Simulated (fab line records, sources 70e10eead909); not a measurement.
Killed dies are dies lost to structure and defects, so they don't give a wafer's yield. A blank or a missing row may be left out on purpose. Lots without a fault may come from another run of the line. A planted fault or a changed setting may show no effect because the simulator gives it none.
Chamber matching | flow nand_harc | NHARC_P_M2_PRE_CLEAN_32 on pecvd-02: 3 sister chambers
The step time 12 s. 14 wafers are shown with their chamber, then 7 later ones without.

WAFERS WITH THEIR CHAMBER
wafer  | chamber | heater_power_w (W)
L221.1 | 0       | 700
L221.2 | 2       | 590
L221.5 | 2       | 602
L222.1 | 0       | 675
L222.2 | 2       | 614
L222.5 | 1       | 799
L228.1 | 0       | 659
L228.2 | 1       | 872
L228.6 | 0       | 650
L229.1 | 0       | 664
L229.2 | 1       | 758
L229.5 | 1       | 789
L236.1 | 1       | 783
L236.2 | 2       | 620

SIGNATURES (means of the wafers above)
reading        | chamber 0 | chamber 1 | chamber 2 | scatter within a chamber
heater_power_w | 669.60    | 800.20    | 606.50    | 29.2
Rule: a wafer's distance from a chamber is the root of the sum, over the readings, of the square of ((its reading less the chamber's mean) divided by the reading's scatter). The wafer belongs to the nearest chamber; if the next one is less than 2 further off, it can't be placed. The scatter: the root of (the sum of the squares of (reading less its chamber's mean) over the shown wafers, divided by (wafers less chambers)).

WAFERS WITHOUT THEIR CHAMBER
wafer  | heater_power_w (W)
L236.3 | 646
L237.2 | 615
L237.4 | 610
L237.5 | 730
L238.3 | 631
L238.4 | 576
L238.6 | 630

WHICH CHAMBER EACH WENT THROUGH
wafer  | from the rows above     | in truth
L236.3 | can't be placed: 0 or 2 | 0
L237.2 | can't be placed: 2 or 0 | 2
L237.4 | can't be placed: 2 or 0 | 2
L237.5 | can't be placed: 0 or 1 | 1
L238.3 | can't be placed: 2 or 0 | 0
L238.4 | 2                       | 2
L238.6 | can't be placed: 2 or 0 | 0
Placed correctly: 1 of 7. Can't be placed from these rows: 6 (the true chamber is among the candidates in 6). Placed wrongly: 0.
